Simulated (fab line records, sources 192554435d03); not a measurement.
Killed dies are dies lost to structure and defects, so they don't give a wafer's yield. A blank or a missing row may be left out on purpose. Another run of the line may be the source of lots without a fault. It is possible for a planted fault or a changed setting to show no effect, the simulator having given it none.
fab line records + flow n5Finfet
record
- lots=9
- wafers=27
- lastDay=17
route steps=1938 shown BEOL_M4@1064 PASSIVATION@1936
lots with no fault: from the same line, run without faults
startH: start of the lot's first displayed wafer, in hours after the record's first day + waitH: time in hours since the lot's previous step + " identical to the entry in the row above + L1.1+2: several wafers, shown together as one row + - either no value or no given start + * or withheld: withheld + < > ~ a bound
route shown NAME@n: NAME is a module with steps in the file, n the number in the route of the first one + usual: average and standard deviation across the fault-free wafers + same: alike in all rows + chamber/n: place in a boat + sites: readings site by site + _std_site: how widely they spread, as a standard deviation + _edge_site: inner sites' mean taken away from outer sites' mean + radiusMm: for every site, how far away it sits from the centre of the wafer + mask NAME#n: copy n + behind: the tool/chamber that last shaped the wafer + hold: cause of the lot's hold/its duration in hours/its outcome + device: transistor that didn't switch, given as n, p or np + end of line: tests run on the same wafers once the route is complete + a step without rows: its recipe alone + killed: the dies lost at the first sort to structure and to defects; this is not the yield of the wafer + map: shows each die of a wafer: x if killed, . if not, _ if none is there
set.NAME: the setting the step ran with; set.NAME@STEP: the setting that earlier step ran with + model.NAME: the simulator's own value behind a step, which no gauge read
steps of the route over a sample of lots; a table a step, a row a wafer
services: from which hour (startH, from the record's first day; less than 0 if before it) a tool's chamber was out of use, for how many hours, and why
## steps
# step N5_BEOL_M4_ETCH_70
# recipe
- chemistry=N2/H2
- target=SOC
- targetDepthA=800
- overetchA=240
- maskMaterial=SiARC
- tempC=40
- timeS=130
- ionEnergyEv=200
- pressureMtorr=30
- sourceW=840
- biasW=150
- n2FlowSccm=200
- h2FlowSccm=200
# usual
- drypumpMotorCurrentA=5.6/0.36
- oesProductAu=0.58/0.066
- rfVppV=523.5/2.6
- showerheadPlenumPTorr=2.53/0.09
- throttleValvePct=17.89/0.24
| lot.wafer | tool       | chamber | startH | waitH | drypumpMotorCurrentA | oesProductAu | rfHoursCounterH | rfVppV | showerheadPlenumPTorr | throttleValvePct |
|-----------|------------|---------|--------|-------|----------------------|--------------|-----------------|--------|-----------------------|------------------|
| L747.1    | rieDiel-01 | 3       | 179.76 | 0.0   | 5.5                  | 0.54         | 195             | 522.2  | 2.51                  | 17.76            |
| L747.2    | "          | 1       | "      | "     | 5.3                  | 0.52         | 215             | 520.8  | 2.41                  | 18.36            |
| L747.6    | "          | 2       | "      | "     | 5.8                  | 0.52         | -               | 523.7  | 2.53                  | 17.95            |
| L752.2    | rieDiel-06 | 1       | 210.90 | 0.0   | 5.4                  | 0.66         | 23              | 522.7  | 2.50                  | 17.46            |
| L752.5    | "          | 3       | "      | "     | 5.5                  | 0.64         | -               | 522.0  | 2.48                  | 18.01            |
| L752.6    | "          | 1       | "      | "     | 5.5                  | 0.66         | -               | 521.2  | 2.50                  | 17.47            |
| L754.1    | rieDiel-06 | 3       | 250.53 | 0.0   | 5.5                  | 0.63         | 47              | 522.9  | 2.48                  | 18.03            |
| L754.3    | "          | 0       | "      | "     | 6.5                  | 0.56         | 152             | 520.3  | 2.44                  | 17.82            |
| L754.4    | "          | 2       | "      | "     | 5.3                  | 0.67         | 22              | 525.4  | 2.59                  | 17.62            |
| L757.2    | rieDiel-06 | 0       | 255.33 | 0.0   | 6.5                  | 0.56         | 154             | 519.6  | 2.44                  | 17.80            |
| L757.3    | "          | 3       | "      | "     | 5.5                  | 0.62         | 49              | 520.8  | 2.48                  | 18.04            |
| L757.4    | "          | 3       | "      | "     | 5.6                  | 0.62         | -               | 523.0  | 2.48                  | 18.04            |
| L759.1    | rieDiel-06 | 3       | 271.90 | 0.0   | 5.6                  | 0.62         | 56              | 522.1  | 2.47                  | 18.06            |
| L759.3    | "          | 2       | "      | "     | 5.4                  | 0.66         | 27              | 525.0  | 2.59                  | 17.65            |
| L759.6    | "          | 2       | "      | "     | 5.3                  | 0.66         | -               | 524.8  | 2.59                  | 17.64            |
| L764.1    | rieDiel-03 | 2       | 284.01 | 0.0   | 5.7                  | 0.63         | 48              | 527.0  | 2.69                  | 17.87            |
| L764.4    | "          | 0       | "      | "     | 5.4                  | 0.51         | 218             | 519.9  | 2.41                  | 17.90            |
| L764.6    | "          | 3       | "      | "     | 6.6                  | 0.59         | -               | 526.0  | 2.65                  | 17.51            |
| L765.1    | rieDiel-06 | 1       | 288.95 | 0.0   | 5.5                  | 0.63         | 51              | 521.9  | 2.48                  | 17.49            |
| L765.2    | "          | 2       | "      | "     | 5.3                  | 0.66         | 33              | 525.2  | 2.58                  | 17.65            |
| L765.4    | "          | 3       | "      | "     | 5.5                  | 0.62         | 62              | 521.4  | 2.47                  | 18.09            |
| L766.1    | rieDiel-01 | 0       | 299.53 | 0.0   | 5.5                  | 0.52         | 222             | 524.8  | 2.62                  | 18.03            |
| L766.5    | "          | 0       | "      | "     | 5.5                  | 0.52         | -               | 525.7  | 2.62                  | 18.03            |
| L766.6    | "          | 3       | "      | "     | 5.5                  | 0.51         | -               | 522.8  | 2.49                  | 17.86            |
| L767.3    | rieDiel-01 | 3       | 306.78 | 0.0   | 5.5                  | 0.51         | 244             | 522.8  | 2.49                  | 17.84            |
| L767.5    | "          | 0       | "      | "     | 5.5                  | 0.52         | -               | 526.5  | 2.62                  | 18.03            |
| L767.6    | "          | 3       | "      | "     | 5.5                  | 0.51         | -               | 521.8  | 2.49                  | 17.85            |
# step N5_BEOL_M4_DEGAS_44
# recipe
- ambient=vacuum
- tempC=250
- timeS=60
# usual
- heaterPowerW=324/27
| lot.wafer | tool          | chamber | startH | waitH | heaterPowerW |
|-----------|---------------|---------|--------|-------|--------------|
| L747.1    | pvdSputter-03 | -       | 180.49 | 0.2   | 338          |
| L747.2    | "             | -       | "      | "     | 324          |
| L747.6    | "             | -       | "      | "     | 323          |
| L752.2    | pvdSputter-03 | -       | 211.51 | 0.1   | 375          |
| L752.5    | "             | -       | "      | "     | 323          |
| L752.6    | "             | -       | "      | "     | 298          |
| L754.1    | pvdSputter-02 | -       | 251.28 | 0.2   | 366          |
| L754.3    | "             | -       | "      | "     | 312          |
| L754.4    | "             | -       | "      | "     | 287          |
| L757.2    | pvdSputter-03 | -       | 256.18 | 0.3   | 377          |
| L757.3    | "             | -       | "      | "     | 324          |
| L757.4    | "             | -       | "      | "     | 346          |
| L759.1    | pvdSputter-03 | -       | 272.86 | 0.4   | 371          |
| L759.3    | "             | -       | "      | "     | 321          |
| L759.6    | "             | -       | "      | "     | 373          |
| L764.1    | pvdSputter-02 | -       | 284.68 | 0.2   | 314          |
| L764.4    | "             | -       | "      | "     | 308          |
| L764.6    | "             | -       | "      | "     | 369          |
| L765.1    | pvdSputter-03 | -       | 289.81 | 0.3   | 320          |
| L765.2    | "             | -       | "      | "     | 339          |
| L765.4    | "             | -       | "      | "     | 297          |
| L766.1    | pvdSputter-02 | -       | 300.33 | 0.3   | 316          |
| L766.5    | "             | -       | "      | "     | 313          |
| L766.6    | "             | -       | "      | "     | 278          |
| L767.3    | pvdSputter-01 | -       | 307.52 | 0.2   | 293          |
| L767.5    | "             | -       | "      | "     | 325          |
| L767.6    | "             | -       | "      | "     | 292          |
# step N5_BEOL_M4_SPUTTER_48
# recipe
- material=Cu
- targetThkA=45
- tempC=-20
- chamberPressurePa=0.07
- powerW=withheld
- timeS=8.29
# usual
- chamberPressurePa=0.06998/0.00014
- chuckGasFlowSccm=1.25/0.053
- throttleValvePct=29.9/0.82
| lot.wafer | tool          | chamber | startH | waitH | chamberPressurePa | chuckGasFlowSccm | throttleValvePct |
|-----------|---------------|---------|--------|-------|-------------------|------------------|------------------|
| L747.1    | pvdSputter-01 | -       | 182.86 | 1.7   | 0.07              | 1.22             | 30.1             |
| L747.2    | "             | -       | "      | "     | 0.07008           | 1.28             | 29.2             |
| L747.6    | "             | -       | "      | "     | 0.06989           | 1.37             | 30.8             |
| L752.2    | pvdSputter-02 | -       | 213.68 | 1.6   | 0.06992           | 1.28             | 30.4             |
| L752.5    | "             | -       | "      | "     | 0.0699            | 1.20             | 30.3             |
| L752.6    | "             | -       | "      | "     | 0.07              | 1.34             | 30.0             |
| L754.1    | pvdSputter-02 | -       | 253.72 | 1.8   | 0.07009           | 1.23             | 29.8             |
| L754.3    | "             | -       | "      | "     | 0.06983           | 1.31             | 29.8             |
| L754.4    | "             | -       | "      | "     | 0.07018           | 1.16             | 30.4             |
| L757.2    | pvdSputter-02 | -       | 257.02 | 0.1   | 0.06984           | 1.27             | 29.6             |
| L757.3    | "             | -       | "      | "     | 0.0701            | 1.25             | 29.9             |
| L757.4    | "             | -       | "      | "     | 0.06999           | 1.23             | 30.1             |
| L759.1    | pvdSputter-01 | -       | 275.21 | 1.7   | 0.07009           | 1.25             | 31.0             |
| L759.3    | "             | -       | "      | "     | 0.06985           | 1.16             | 30.2             |
| L759.6    | "             | -       | "      | "     | 0.06957           | 1.29             | 28.8             |
| L764.1    | pvdSputter-02 | -       | 287.01 | 1.8   | 0.06992           | 1.14             | 29.7             |
| L764.4    | "             | -       | "      | "     | 0.07016           | 1.27             | 30.0             |
| L764.6    | "             | -       | "      | "     | 0.07003           | 1.29             | 29.7             |
| L765.1    | pvdSputter-02 | -       | 290.73 | 0.2   | -                 | -                | -                |
| L765.2    | "             | -       | "      | "     | -                 | -                | -                |
| L765.4    | "             | -       | "      | "     | -                 | -                | -                |
| L766.1    | pvdSputter-02 | -       | 301.23 | 0.3   | -                 | -                | -                |
| L766.5    | "             | -       | "      | "     | -                 | -                | -                |
| L766.6    | "             | -       | "      | "     | -                 | -                | -                |
| L767.3    | pvdSputter-02 | -       | 308.08 | 0.1   | 0.06991           | 1.28             | 29.6             |
| L767.5    | "             | -       | "      | "     | 0.06991           | 1.26             | 29.7             |
| L767.6    | "             | -       | "      | "     | 0.07019           | 1.24             | 30.4             |
# step N5_BEOL_M4_SPUTTER_79
# recipe
- material=Cu
- targetThkA=45
- tempC=-20
- chamberPressurePa=0.07
- powerW=withheld
- timeS=8.29
# usual
- chamberPressurePa=0.07002/0.00014
- chuckGasFlowSccm=1.27/0.05
- throttleValvePct=29.9/0.82
| lot.wafer | tool          | chamber | startH | waitH | chamberPressurePa | chuckGasFlowSccm | throttleValvePct |
|-----------|---------------|---------|--------|-------|-------------------|------------------|------------------|
| L747.1    | pvdSputter-01 | -       | 183.08 | 0.1   | 0.07011           | 1.22             | 30.3             |
| L747.2    | "             | -       | "      | "     | 0.07002           | 1.26             | 28.8             |
| L747.6    | "             | -       | "      | "     | 0.07033           | 1.23             | 30.5             |
| L752.2    | pvdSputter-02 | -       | 213.90 | 0.1   | 0.07002           | 1.22             | 30.2             |
| L752.5    | "             | -       | "      | "     | 0.07002           | 1.29             | 30.2             |
| L752.6    | "             | -       | "      | "     | 0.07043           | 1.25             | 29.8             |
| L754.1    | pvdSputter-02 | -       | 253.94 | 0.1   | 0.06993           | 1.30             | 30.2             |
| L754.3    | "             | -       | "      | "     | 0.06994           | 1.24             | 29.8             |
| L754.4    | "             | -       | "      | "     | 0.07008           | 1.24             | 30.7             |
| L757.2    | pvdSputter-02 | -       | 257.24 | 0.1   | 0.06993           | 1.29             | 29.6             |
| L757.3    | "             | -       | "      | "     | 0.07033           | 1.21             | 29.9             |
| L757.4    | "             | -       | "      | "     | 0.06998           | 1.18             | 30.1             |
| L759.1    | pvdSputter-01 | -       | 275.43 | 0.1   | 0.06976           | 1.35             | 31.2             |
| L759.3    | "             | -       | "      | "     | 0.06999           | 1.21             | 30.3             |
| L759.6    | "             | -       | "      | "     | 0.06994           | 1.16             | 29.1             |
| L764.1    | pvdSputter-02 | -       | 287.23 | 0.1   | 0.06995           | 1.33             | 29.7             |
| L764.4    | "             | -       | "      | "     | 0.07              | 1.28             | 29.8             |
| L764.6    | "             | -       | "      | "     | 0.07001           | 1.31             | 29.7             |
| L765.1    | pvdSputter-02 | -       | 290.95 | 0.1   | 0.06979           | 1.22             | 29.8             |
| L765.2    | "             | -       | "      | "     | 0.06999           | 1.23             | 30.0             |
| L765.4    | "             | -       | "      | "     | 0.07023           | 1.23             | 29.7             |
| L766.1    | pvdSputter-02 | -       | 301.45 | 0.1   | 0.06998           | 1.20             | 30.5             |
| L766.5    | "             | -       | "      | "     | 0.06984           | 1.36             | 29.9             |
| L766.6    | "             | -       | "      | "     | 0.06996           | 1.24             | 30.5             |
| L767.3    | pvdSputter-02 | -       | 308.30 | 0.1   | 0.06995           | 1.25             | 29.7             |
| L767.5    | "             | -       | "      | "     | 0.06988           | 1.29             | 29.7             |
| L767.6    | "             | -       | "      | "     | 0.07008           | 1.27             | 30.2             |
# step N5_BEOL_M4_RC_MEAS_101
# usual
- DIBL_N=36.4/1.6
- DIBL_P=36.2/1.8
- IOFF_N=0.159/0.029
- IOFF_P=0.21/0.034
- ION_N=670/12
- ION_P=459/8.2
- SS_N=71.5/0.59
- SS_P=73.2/0.54
- VT_N=250/3.3
- VT_P=-250/3.7
| lot.wafer | tool      | chamber | startH | waitH | DIBL_N[mV/V] | DIBL_P[mV/V] | IOFF_N[nA/um] | IOFF_P[nA/um] | ION_N[uA/um] | ION_P[uA/um] | SS_N[mV/dec] | SS_P[mV/dec] | VT_N[mV] | VT_P[mV] |
|-----------|-----------|---------|--------|-------|--------------|--------------|---------------|---------------|--------------|--------------|--------------|--------------|----------|----------|
| L747.1    | prober-02 | 0       | 185.72 | 0.0   | 34.2         | 33.1         | 0.127         | 0.17          | 658          | 450          | 71.2         | 73.0         | 253      | -252     |
| L747.2    | "         | 0       | "      | "     | 34.8         | 34.2         | 0.133         | 0.19          | 660          | 454          | 70.8         | 73.5         | 252      | -252     |
| L747.6    | "         | 0       | "      | "     | 36.8         | 35.6         | 0.163         | 0.21          | 668          | 462          | 72.0         | 72.5         | 252      | -250     |
| L752.2    | prober-01 | 0       | 216.72 | 0.2   | 35.7         | 36.0         | 0.152         | 0.24          | 668          | 469          | 71.6         | 73.0         | 248      | -247     |
| L752.5    | "         | 0       | "      | "     | 37.6         | 38.7         | 0.200         | 0.28          | 680          | 470          | 71.9         | 73.7         | 246      | -248     |
| L752.6    | "         | 0       | "      | "     | 37.2         | 38.2         | 0.187         | 0.27          | 688          | 472          | 72.0         | 74.3         | 244      | -246     |
| L754.1    | prober-01 | 0       | 256.60 | 0.0   | 35.4         | 35.6         | 0.146         | 0.17          | 671          | 458          | 71.8         | 72.9         | 250      | -255     |
| L754.3    | "         | 0       | "      | "     | 34.2         | 34.4         | 0.130         | 0.15          | 657          | 442          | 72.3         | 72.1         | 255      | -256     |
| L754.4    | "         | 0       | "      | "     | 36.1         | 38.2         | 0.167         | 0.20          | 672          | 455          | 72.0         | 73.4         | 249      | -251     |
| L757.2    | prober-01 | 0       | 260.05 | 0.2   | 36.5         | 36.5         | 0.153         | 0.20          | 663          | 457          | 71.3         | 73.3         | 250      | -253     |
| L757.3    | "         | 0       | "      | "     | 34.5         | 33.8         | 0.119         | 0.16          | 657          | 449          | 70.7         | 72.7         | 256      | -254     |
| L757.4    | "         | 0       | "      | "     | 36.1         | 36.9         | 0.135         | 0.20          | 658          | 459          | 70.6         | 73.9         | 253      | -252     |
| L759.1    | prober-02 | 0       | 278.25 | 0.0   | 39.6         | 38.4         | 0.228         | 0.24          | 701          | 467          | 72.1         | 73.0         | 246      | -248     |
| L759.3    | "         | 0       | "      | "     | 37.1         | 35.3         | 0.165         | 0.20          | 671          | 455          | 71.9         | 73.3         | 248      | -252     |
| L759.6    | "         | 0       | "      | "     | 38.9         | 36.7         | 0.199         | 0.22          | 681          | 456          | 71.9         | 73.1         | 248      | -251     |
| L764.1    | prober-01 | 0       | 290.31 | 0.0   | 38.3         | 39.3         | 0.193         | 0.27          | 676          | 464          | 72.3         | 73.4         | 247      | -246     |
| L764.4    | "         | 0       | "      | "     | 35.2         | 37.0         | 0.148         | 0.23          | 677          | 467          | 70.9         | 73.4         | 249      | -246     |
| L764.6    | "         | 0       | "      | "     | 37.8         | 40.3         | 0.189         | 0.29          | 679          | 473          | 72.2         | 74.0         | 245      | -243     |
| L765.1    | prober-02 | 0       | 293.77 | 0.0   | 39.8         | 38.1         | 0.211         | 0.25          | 673          | 456          | 72.7         | 74.5         | 243      | -251     |
| L765.2    | "         | 0       | "      | "     | 34.7         | 34.4         | 0.128         | 0.20          | 667          | 459          | 70.1         | 72.9         | 251      | -249     |
| L765.4    | "         | 0       | "      | "     | 37.9         | 36.6         | 0.181         | 0.24          | 677          | 458          | 72.7         | 73.4         | 246      | -248     |
| L766.1    | prober-02 | 0       | 304.09 | 0.0   | 39.1         | 37.3         | 0.199         | 0.22          | 683          | 460          | 71.9         | 73.5         | 247      | -250     |
| L766.5    | "         | 0       | "      | "     | 38.5         | 36.3         | 0.188         | 0.21          | 695          | 470          | 71.4         | 73.1         | 245      | -250     |
| L766.6    | "         | 0       | "      | "     | 39.0         | 38.0         | 0.196         | 0.25          | 679          | 462          | 71.4         | 73.4         | 245      | -246     |
| L767.3    | prober-02 | 0       | 311.25 | 0.3   | 35.5         | 34.9         | 0.113         | 0.14          | 649          | 443          | 71.2         | 72.3         | 257      | -262     |
| L767.5    | "         | 0       | "      | "     | 38.6         | 39.7         | 0.190         | 0.20          | 673          | 453          | 72.2         | 73.7         | 250      | -253     |
| L767.6    | "         | 0       | "      | "     | 36.9         | 37.1         | 0.152         | 0.16          | 675          | 455          | 71.9         | 72.9         | 251      | -258     |
# step N5_PASSIVATION_PROBE_49
# usual
- defectLimitedYield=91.1/1.5
- killed_at_M0_to_M3=33/9.9
- killed_at_M4_up=14/5.2
- killedAtContacts=12/6.7
- killedAtFrontEnd=43/13
- killedAtOther=3.4/2.7
- killedDies=105/17
- killedOpen=69/13
- killedShort=33/7.5
- sort_bin_5_function=5.2/0.91
- sort_bin_6_memory=3.3/0.71
- sortNPass=1075/17
- sortYieldPct=91.1/1.5
# same
- grossDies=1180
- killedAtBackSide=0
- sort_bin_4_leakage[%]=0
- sort_bin_8_speed[%]=0
| lot.wafer | tool      | chamber | startH | waitH | defectLimitedYield[%] | killed_at_M0_to_M3 | killed_at_M4_up | killedAtContacts | killedAtFrontEnd | killedAtOther | killedDies | killedOpen | killedShort | sort_bin_5_function[%] | sort_bin_6_memory[%] | sortNPass | sortYieldPct[%] |
|-----------|-----------|---------|--------|-------|-----------------------|--------------------|-----------------|------------------|------------------|---------------|------------|------------|-------------|------------------------|----------------------|-----------|-----------------|
| L765.1    | prober-01 | -       | 405.58 | 0.0   | 89.4                  | 39                 | 26              | 13               | 45               | 2             | 125        | 73         | 35          | 6.5                    | 3.8                  | 1055      | 89.4            |
| L765.2    | prober-01 | -       | 405.63 | 0.1   | 90.8                  | 27                 | 25              | 8                | 42               | 7             | 109        | 72         | 25          | 5.7                    | 3.2                  | 1071      | 90.8            |
| L765.4    | prober-01 | -       | 405.73 | 0.2   | 91.0                  | 23                 | 19              | 10               | 51               | 3             | 106        | 55         | 34          | 5.0                    | 3.1                  | 1074      | 91.0            |
| L766.1    | prober-02 | -       | 406.77 | 0.0   | 90.3                  | 37                 | 32              | 7                | 36               | 2             | 114        | 63         | 38          | 5.8                    | 3.6                  | 1066      | 90.3            |
| L766.5    | prober-02 | -       | 406.97 | 0.2   | 89.9                  | 29                 | 31              | 12               | 45               | 2             | 119        | 71         | 34          | 5.5                    | 4.2                  | 1061      | 89.9            |
| L766.6    | prober-02 | -       | 407.02 | 0.3   | 90.8                  | 26                 | 30              | 17               | 35               | 1             | 109        | 60         | 38          | 6.2                    | 2.8                  | 1071      | 90.8            |
# killed by level:class
L765.1 BEOL_M4:interfaceVoidOpened=16 BEOL_M2:geometricParticle:open=14 MOL_CONTACT_COAG:geometricParticle:open=11 DUMMY_GATE:geometricParticle:open=9 FIN_SAQP:geometricParticle:short=8 BEOL_M0_SAQP:geometricParticle:open=7 BEOL_M0_SAQP:geometricParticle:short=7 STARTING-WAFER:geometricParticle:short=5
L765.2 DUMMY_GATE:geometricParticle:open=9 BEOL_M1:geometricParticle:open=9 STARTING-WAFER:geometricParticle:open=8 BEOL_M4:interfaceVoidOpened=8 MOL_CONTACT_COAG:geometricParticle:open=7 FIN_SAQP:geometricParticle:open=5 BEOL_M0_SAQP:geometricParticle:short=5 STARTING-WAFER:geometricParticle:short=5
L765.4 MOL_CONTACT_COAG:geometricParticle:open=9 BEOL_M4:interfaceVoidOpened=9 DUMMY_GATE:geometricParticle:open=8 FIN_SAQP:geometricParticle:open=7 STI_FIN_REVEAL:geometricParticle:open=7 BEOL_M0_SAQP:geometricParticle:open=7 FIN_SAQP:geometricParticle:short=6 HKMG_FIN:areaEtch=5
L766.1 BEOL_M4:interfaceVoidOpened=12 BEOL_M1:geometricParticle:open=10 FIN_SAQP:geometricParticle:short=9 BEOL_M3:geometricParticle:open=9 FIN_SAQP:geometricParticle:open=8 BEOL_M4:geometricParticle:open=7 MOL_CONTACT_COAG:geometricParticle:open=6 BEOL_M0_SAQP:geometricParticle:open=6
L766.5 FIN_SAQP:geometricParticle:short=13 MOL_CONTACT_COAG:geometricParticle:open=11 BEOL_M4:interfaceVoidOpened=11 FIN_SAQP:geometricParticle:open=10 BEOL_M3:geometricParticle:open=8 DUMMY_GATE:geometricParticle:open=7 BEOL_M4:geometricParticle:open=7 STI_FIN_REVEAL:geometricParticle:open=6
L766.6 MOL_CONTACT_COAG:geometricParticle:open=12 BEOL_M4:interfaceVoidOpened=11 FIN_SAQP:geometricParticle:short=10 BEOL_M4:geometricParticle:open=10 BEOL_M1:geometricParticle:open=9 BEOL_M3:geometricParticle:open=6 FIN_SAQP:geometricParticle:open=5 STI_FIN_REVEAL:geometricParticle:open=5
## services
| tool       | chamber | startH | hours | kind                         |
|------------|---------|--------|-------|------------------------------|
| rieDiel-06 | 2       | 166.95 | -     | clean                        |
| rieDiel-06 | 2       | 166.95 | -     | consumableReplace:focusRing  |
| rieDiel-06 | 2       | 166.95 | 22.3  | scheduledDown                |
| rieDiel-06 | 2       | 166.95 | 22.3  | ventCycle                    |
| rieDiel-03 | 2       | 177.94 | 5.5   | repair                       |
| rieDiel-03 | 1       | 183.66 | -     | clean                        |
| rieDiel-03 | 1       | 183.66 | -     | consumableReplace:focusRing  |
| rieDiel-03 | 1       | 183.66 | 31.7  | scheduledDown                |
| rieDiel-03 | 1       | 183.66 | 31.7  | ventCycle                    |
| rieDiel-06 | 0       | 200.50 | 16.6  | repair                       |
| rieDiel-03 | -       | 205.84 | 0.2   | repair                       |
| rieDiel-03 | 2       | 220.89 | 7.3   | repair                       |
| rieDiel-06 | 2       | 254.76 | 7.2   | repair                       |
| rieDiel-01 | 1       | 275.60 | -     | clean                        |
| rieDiel-01 | 1       | 275.60 | -     | consumableReplace:focusRing  |
| rieDiel-01 | 1       | 275.60 | -     | consumableReplace:showerhead |
| rieDiel-01 | 1       | 275.60 | 19.0  | scheduledDown                |
| rieDiel-01 | 1       | 275.60 | 19.0  | ventCycle                    |
| rieDiel-01 | 2       | 299.41 | -     | clean                        |
| rieDiel-01 | 2       | 299.41 | -     | consumableReplace:focusRing  |
| rieDiel-01 | 2       | 299.41 | 30.5  | scheduledDown                |
| rieDiel-01 | 2       | 299.41 | 30.5  | ventCycle                    |
## key
firstSign
- step=N5_BEOL_M4_SPUTTER_48
- reading=toolRecord
- direction=missing
effect
- step=N5_PASSIVATION_PROBE_49
- reading=killed_at_M4_up
- direction=up
- sigmas=2.5
- usual=14
- struck=27
- wafersMoved=4
metAt N5_BEOL_M4_SPUTTER_48
struckLots L765,L766
notActingAt N5_BEOL_M4_ETCH_70,N5_BEOL_M4_DEGAS_44,N5_BEOL_M4_SPUTTER_79
onsetBetween 287.01 290.73
fault
- kind=skippedStepWhole
- tool=pvdSputter-02
- chamber=-
- onsetH=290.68
- steps=N5_BEOL_M4_SPUTTER_48
- scope=struckLotsOnly
